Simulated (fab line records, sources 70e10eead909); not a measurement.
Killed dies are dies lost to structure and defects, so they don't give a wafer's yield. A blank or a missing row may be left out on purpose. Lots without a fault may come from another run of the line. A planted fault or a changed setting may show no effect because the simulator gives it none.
A struck lot beside a sound one | flow nand_harc | 14 steps out of a route of 1302
Sound: wafers L312.1, L312.2, L312.6. Struck: wafers L309.1, L309.3, L309.6. The cause comes at the end.
At each step with rows: each side's tool, then ch and its chambers, then its first start. Under that, the readings that differ: sound wafers | struck wafers | difference of the means | sigmas: that difference in standard deviations of wafers without a fault.
alike: readings whose means differ by less than 2 such deviations, and words and numbers that are the same on both sides. not compared: withheld readings, readings that some wafer has no value for, bounds like >300 that may hide the same value, and numbers for which the record gives no deviation and whose values overlap.
The two part at a step that has a row with sigmas, a row that says differs or no value, or rows on one side only. Numbers that don't overlap but have no deviation are shown without sigmas and don't part them. A reading that every wafer of one side lacks parts them only if that side has two wafers or more.

NHARC_A_STAIRCASE_DEP_259: deposits SiON, target thk 30 nm.
  sound on pecvd-04 ch 0,2, day 21 08:55; struck on pecvd-02 ch 0,1,2, day 20 08:52
  alike: heater_power_w
then, 9 steps without rows for these wafers: NHARC_A_STAIRCASE_DEHYDRATE_260 (time 120 s); NHARC_A_STAIRCASE_HMDS_261 (time 30 s); NHARC_A_STAIRCASE_COAT_262; NHARC_A_STAIRCASE_SOFTBAKE_263 (time 170 s); NHARC_A_STAIRCASE_EBR_264; NHARC_A_STAIRCASE_EXPOSE_265 (exposes mask CHOP 200); NHARC_A_STAIRCASE_PEB_266 (peb time 130 s); NHARC_A_STAIRCASE_DEVELOP_267 (time 140 s); NHARC_A_STAIRCASE_HARDBAKE_269 (time 140 s).
NHARC_A_STAIRCASE_DESCUM_270: chemistry O2, time 3 s.
  sound on rie_diel-13 ch 0,3, day 21 09:53; struck on rie_diel-13 ch 0,1,2, day 20 09:50
  alike: drypump_motor_current_A, mfc_ar_sccm, oes_product_au, rf_vpp_V, showerhead_plenum_p_Torr, throttle_valve_pct
  not compared: rf_hours_counter_h
NHARC_A_STAIRCASE_ETCH_271: etches the open film in CF4/CHF3.
  sound on rie_diel-13 ch 0,3, day 21 09:59; struck on rie_diel-13 ch 0,2,3, day 20 09:56
  no value came back on the struck wafers for any of 8 readings (bias_w (W), cf4_flow_sccm (sccm) and others); on the sound wafers bias_w (W) reads 201.1 200.6 200.5
  not compared: rf_hours_counter_h
NHARC_A_STAIRCASE_HM_OPEN_457: chemistry O2/COS.
  sound on rie_diel-13 ch 0,3; struck on rie_diel-13 ch 1,2, day 20 10:04
  alike: bias_w, drypump_motor_current_A, mfc_ar_sccm, oes_product_au, rf_vpp_V, showerhead_plenum_p_Torr, throttle_valve_pct
  not compared: rf_hours_counter_h
-- the record jumps here: 8 days lie between the struck wafers' starts before and after (it left off in module A_STAIRCASE and takes up again in module END, whose first step shown is number 1302 of the route) --
NHARC_END_SORT_01:
  the record has rows for the struck wafers here (prober-01 ch 0, day 28 04:53) and none for the sound ones

WHERE THEY PART
First at NHARC_A_STAIRCASE_ETCH_271; last, within this record, at NHARC_END_SORT_01.

WHY: what the simulator had put in
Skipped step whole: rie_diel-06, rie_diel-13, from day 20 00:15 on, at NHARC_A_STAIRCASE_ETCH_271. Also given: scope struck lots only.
